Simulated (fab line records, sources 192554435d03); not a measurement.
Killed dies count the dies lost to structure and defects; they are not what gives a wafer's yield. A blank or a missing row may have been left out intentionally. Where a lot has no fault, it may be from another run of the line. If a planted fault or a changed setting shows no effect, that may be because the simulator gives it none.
Matching of chambers ; flow n5 finfet ; N5_BEOL_M7_STRIP_19 on rie diel-05 has 4 sister chambers
The step strips in O2. 8 wafers are shown with their chamber, then 7 later ones without.

== WAFERS, EACH WITH ITS CHAMBER ==
wafer;chamber;showerhead plenum p Torr (Torr);drypump motor current A (A)
L078.1;3;2.15;4.9
L084.5;1;2.20;5.5
L084.6;2;2.26;5.6
L088.1;0;2.07;5.6
L088.3;1;2.20;5.4
L088.6;2;2.25;5.6
L089.2;3;2.14;4.9
L089.3;0;2.07;5.6

== WAFERS MISSING THEIR CHAMBER ==
wafer;showerhead plenum p Torr (Torr);drypump motor current A (A)
L089.5;2.07;5.6
L095.2;2.07;5.5
L095.3;2.19;5.4
L095.6;2.14;4.9
L093.1;2.14;4.9
L093.2;2.25;5.6
L093.6;2.25;5.6

== WHICH CHAMBER EACH ONE RAN IN ==
wafer;from the rows above;in truth
L089.5;0;0
L095.2;0;0
L095.3;1;1
L095.6;3;3
L093.1;3;3
L093.2;2;2
L093.6;2;2
Placed correctly: 7 of 7. Not placeable from these rows: 0. 0 placed wrongly.
How it was worked out, from the rows above alone: a wafer's distance from a chamber is the root of the sum, over the readings, of the square of ((its reading less the chamber's mean) divided by the reading's scatter). If the next closest chamber is less than 2 further off than the closest, the wafer can't be placed; otherwise it belongs to the closest. Each chamber's mean is taken over the wafers shown for it. The scatter: the root of (the sum of the squares of (reading less its chamber's mean) over the shown wafers, divided by (wafers less chambers)).
